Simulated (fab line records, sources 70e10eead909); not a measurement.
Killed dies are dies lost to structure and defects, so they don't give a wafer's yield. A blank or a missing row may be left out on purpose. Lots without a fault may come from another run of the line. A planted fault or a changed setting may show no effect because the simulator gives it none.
Which tool did it? | flow nand_harc | 14 lots, 42 wafers sampled, at 4 steps of a route of 1302

WHAT THE GAUGES READ, wafer by wafer
NHARC_P_M0_THK_MEAS_24: measures by xrf.
lot  | measured     | on            | thk_nm (nm)
L623 | day 6 06:41  | film_metro-02 | 118.3 118.0 117.5
L625 | day 6 19:17  | film_metro-02 | 117.2 116.8 118.0
L626 | day 7 08:15  | film_metro-01 | 116.8 117.5 118.1
L628 | day 8 04:58  | film_metro-01 | 117.1 116.3 117.1
L634 | day 10 14:53 | film_metro-02 | 119.4 119.4 117.4
L635 | day 11 02:16 | film_metro-02 | 118.4 120.0 121.3
L636 | day 11 13:26 | film_metro-02 | 119.2 119.5 117.5
L637 | day 12 07:43 | film_metro-02 | 118.5 116.8 118.3
L638 | day 12 08:23 | film_metro-02 | 115.1 117.6 116.3
L639 | day 13 01:35 | film_metro-01 | 116.3 114.3 113.8
L640 | day 13 10:50 | film_metro-01 | 117.4 116.6 117.9
L643 | day 14 13:04 | film_metro-01 | 118.1 117.2 120.0
L645 | day 16 00:19 | film_metro-02 | 121.0 119.8 119.0
L646 | day 16 01:28 | film_metro-01 | 116.7 115.7 117.2

NHARC_P_M1_INSPECT_27.
lot  | measured     | on                | raw_defect_count
L623 | day 6 11:00  | defect_inspect-01 | 403 248 498
L625 | day 6 23:59  | defect_inspect-01 | 179 387 238
L626 | day 7 12:34  | defect_inspect-01 | 397 202 265
L628 | day 8 09:26  | defect_inspect-02 | 366 230 393
L634 | day 10 19:19 | defect_inspect-01 | 346 237 379
L635 | day 11 06:26 | defect_inspect-02 | 657 540 328
L636 | day 11 18:01 | defect_inspect-02 | 256 362 237
L637 | day 12 12:02 | defect_inspect-01 | 367 283 231
L638 | day 12 12:41 | defect_inspect-02 | 277 374 401
L639 | day 13 05:54 | defect_inspect-02 | 611 312 278
L640 | day 13 15:13 | defect_inspect-01 | 250 422 299
L643 | day 14 17:20 | defect_inspect-02 | 411 370 267
L645 | day 16 06:00 | defect_inspect-02 | 344 257 380
L646 | day 16 05:47 | defect_inspect-01 | 183 241 334

WHICH TOOL RAN EACH LOT (tool, then ch and the chambers of the sampled wafers, then the start)
lot  | NHARC_P_M1_DEGAS_29          | NHARC_P_M1_PVD_20
L623 | pvd_sputter-01, day 6 09:26  | pvd_sputter-01, day 6 09:32
L625 | pvd_sputter-02, day 6 22:25  | pvd_sputter-02, day 6 22:31
L626 | pvd_sputter-03, day 7 11:00  | pvd_sputter-03, day 7 11:07
L628 | pvd_sputter-02, day 8 07:50  | pvd_sputter-02, day 8 07:59
L634 | pvd_sputter-03, day 10 17:46 | pvd_sputter-03, day 10 17:54
L635 | pvd_sputter-01, day 11 04:53 | pvd_sputter-01, day 11 04:59
L636 | pvd_sputter-03, day 11 16:11 | pvd_sputter-03, day 11 16:20
L637 | pvd_sputter-02, day 12 10:26 | pvd_sputter-02, day 12 10:34
L638 | pvd_sputter-01, day 12 11:08 | pvd_sputter-01, day 12 11:15
L639 | pvd_sputter-02, day 13 04:20 | pvd_sputter-02, day 13 04:29
L640 | pvd_sputter-03, day 13 13:40 | pvd_sputter-03, day 13 13:47
L643 | pvd_sputter-03, day 14 15:46 | pvd_sputter-03, day 14 15:53
L645 | pvd_sputter-01, day 16 04:27 | pvd_sputter-01, day 16 04:33
L646 | pvd_sputter-03, day 16 04:14 | pvd_sputter-03, day 16 04:22
- NHARC_P_M1_DEGAS_29: time 60 s.
- NHARC_P_M1_PVD_20: deposits TaN, target thk 5 nm, time 8.06 s.

WHAT THE TOOLS THEMSELVES READ (means of the sampled wafers that have a number; where no wafer has one, the mark that the record gives instead)
NHARC_P_M1_DEGAS_29.
lot  | tool           | heater_power_w (W)
L623 | pvd_sputter-01 | 288
L625 | pvd_sputter-02 | 295
L626 | pvd_sputter-03 | 338
L628 | pvd_sputter-02 | 313
L634 | pvd_sputter-03 | 353
L635 | pvd_sputter-01 | 336
L636 | pvd_sputter-03 | 332
L637 | pvd_sputter-02 | 282
L638 | pvd_sputter-01 | 347
L639 | pvd_sputter-02 | 310
L640 | pvd_sputter-03 | 315
L643 | pvd_sputter-03 | 377
L645 | pvd_sputter-01 | 345
L646 | pvd_sputter-03 | 360

NHARC_P_M1_PVD_20.
lot  | tool           | bias_v (V) | cathode_dc_power_W (W) | throttle_valve_pct (%)
L623 | pvd_sputter-01 | 169.2      | 15000                  | 30.8
L625 | pvd_sputter-02 | 169.4      | 15001                  | 31.5
L626 | pvd_sputter-03 | 168.1      | 15006                  | 29.8
L628 | pvd_sputter-02 | 169.1      | 15000                  | 30.8
L634 | pvd_sputter-03 | -          | -                      | -
L635 | pvd_sputter-01 | -          | -                      | -
L636 | pvd_sputter-03 | 167.8      | 14999                  | 30.4
L637 | pvd_sputter-02 | 168.6      | 15000                  | 30.8
L638 | pvd_sputter-01 | 167.9      | 14997                  | 31.0
L639 | pvd_sputter-02 | 168.6      | 15002                  | 30.7
L640 | pvd_sputter-03 | 169.3      | 15001                  | 29.9
L643 | pvd_sputter-03 | 169.9      | 15000                  | 30.4
L645 | pvd_sputter-01 | 169.6      | 15001                  | 30.8
L646 | pvd_sputter-03 | 169.2      | 14999                  | 30.1

THE ANSWER, worked out from the rows above alone
Rule: what is usual is taken from the lots themselves. Put in order of their means at a reading, lots are off if they are a third of the lots or fewer, leave a main group of 4 or more, and stand apart from it by a gap of 3 or more times the standard deviation of the main group's means; of several such gaps the widest counts. A main group whose means are all the same, to the digits that the tables above print for the reading, isn't used. A lot without any number at a reading at which 4 lots or more have one is off too. The other lots that the step has rows for count as sound. The gauges are gone through in route order, then the tools' own readings, and for those a lot's mean is taken as printed above. The first step at which some lot is off is used, and at that step the reading that is off furthest; a lot without a number counts as furthest.
Off: L634, L635, at NHARC_P_M1_PVD_20 (bias_v). Without a number there: L634, L635. The main group: mean 168.9 V, standard deviation 0.66.
A tool fits if, at that step or a process step before it, it ran every lot that is off, and no sound lot after the first of them. None of those tried fits.

WHAT THE SIMULATOR HAD PUT IN
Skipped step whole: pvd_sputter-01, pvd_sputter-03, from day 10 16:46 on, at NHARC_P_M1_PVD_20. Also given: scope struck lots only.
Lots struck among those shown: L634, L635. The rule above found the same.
